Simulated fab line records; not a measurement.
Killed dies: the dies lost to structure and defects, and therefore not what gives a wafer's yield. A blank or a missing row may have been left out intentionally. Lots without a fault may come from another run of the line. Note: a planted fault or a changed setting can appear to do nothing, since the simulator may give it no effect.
Split-lot experiment -- flow n5-finfet -- 7 lots, 21 wafers read, on a route of 1938 steps

THE SPLIT ITSELF
At N5_STI_FIN_REVEAL_ETCHBACK_08 (etches SiO2 in C4F6/O2, target depth 30.5 nm, time 10.167 s), the setting time-s was moved away from the recipe's 10.167 s on 5 of the 21 wafers read, by -11.6% to +17.4%. All remaining wafers had this setting at the recipe value.

FROM THE SPLIT TO THE READING: what the file shows between them, 4 steps
- N5_STI_FIN_REVEAL_PRECLEAN_17: cleans in NF3:NH3, afs cycles 1, time 20 s, sublimation time 60 s (also split here: time-s)
- N5_STI_FIN_REVEAL_ETCH_34: etches Si in H2, material Si, target depth 0.97 nm
- N5_STI_FIN_REVEAL_OXIDATION_31: chemistry O2 PLASMA REMOTE, time 20 s
- N5_STI_FIN_REVEAL_SRD_23: time 30 s

THE READING
trench-depth-nm, in nm, at N5_STI_FIN_REVEAL_FIN_H_MEAS_10. A value of 51.6 nm with a standard deviation of 0.83 nm is what fault-free wafers of this fab line usually give.

wafer,"tool, chamber at the split","time-s as run, s",against the recipe,"trench-depth-nm, nm",against lot-mates on the recipe
L076.2,"rie-diel-03, 3",10.167,recipe,51.7,-
L076.4,"rie-diel-03, 1,2",10.84,+6.6%,54.9,+3.2
L076.6,"rie-diel-03, 1,2",10.84,+6.6%,54.6,+2.9
L078.1,"rie-diel-01, 0,3,2",10.167,recipe,51.4,-
L078.2,"rie-diel-01, 0,3,2",10.167,recipe,50.2,-
L078.6,"rie-diel-01, 0,3,2",10.167,recipe,52.3,-
L082.3,"rie-diel-03, 1,2",11.94,+17.4%,57.6,+5.4
L082.4,"rie-diel-03, 0",10.167,recipe,52.2,-
L082.5,"rie-diel-03, 1,2",11.94,+17.4%,58.8,+6.6
L083.1,"rie-diel-05, 2,0,1",10.167,recipe,50.8,-
L083.2,"rie-diel-05, 2,0,1",10.167,recipe,51.5,-
L083.5,"rie-diel-05, 2,0,1",10.167,recipe,50.3,-
L089.2,"rie-diel-01, 3",8.986,-11.6%,46.5,-5.2
L089.3,"rie-diel-01, 2,1",10.167,recipe,51.4,-
L089.4,"rie-diel-01, 2,1",10.167,recipe,52.1,-
L092.1,"rie-diel-01, 1,0,0",10.167,recipe,53.9,-
L092.2,"rie-diel-01, 1,0,0",10.167,recipe,52.4,-
L092.4,"rie-diel-01, 1,0,0",10.167,recipe,52.3,-
L096.1,"rie-diel-05, 3,1,2",10.167,recipe,51.5,-
L096.2,"rie-diel-05, 3,1,2",10.167,recipe,49.6,-
L096.3,"rie-diel-05, 3,1,2",10.167,recipe,51.7,-
When a row names more than one chamber, that row covers several wafers, and the file does not tell which wafer ran in which chamber.

FIT RESULTS
A straight line over all 21 wafers: trench-depth-nm changes by +0.4 nm for each +1% of time-s; r = +0.93; the points scatter about the line by 0.96 nm.
The same after taking each lot's own level away (the mean of its wafers on the recipe; 21 wafers): +0.376 nm for each +1%; r = +0.96; scatter 0.73 nm.
That fit puts the effect of the largest move of time-s on the reading at 6.6 nm.
Measured against the standard deviation above, the lots' own levels, which go from 50.87 to 52.87 nm, span 2.4 times it.
Hence the lot-to-lot level has little effect on the slope; both slopes agree.
Check: with one of the wafers moved furthest among these (+17.4%) left out of the fit, the line predicts +7.16 nm for it against its lot-mates. Against them it came out at +5.4 nm.

ADDITIONAL SPLITS CARRIED BY THESE WAFERS
These wafers also went through other splits before the reading. Each is held against what the fit with the lots' levels taken away leaves over:
other split on the same wafers,wafers away from the commonest value,r with trench-depth-nm (lot level and that fit taken away)
N5_WELL_APT_COAT_02 spin-rpm,5,+0.16
N5_WELL_APT_PEB_06 peb-time-s,8,-0.14
N5_WELL_APT_PEB_23 peb-time-s,5,-0.05
N5_WELL_APT_DESCUM_30 time-s,7,-0.01
N5_FIN_SAQP_ETCH_65 time-s,8,-0.16
N5_STI_FIN_REVEAL_PRECLEAN_17 time-s,7,+0.17

FILE'S OWN FIT
trench-depth-nm changes by +0.382 nm for each +1% of time-s, r = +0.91.
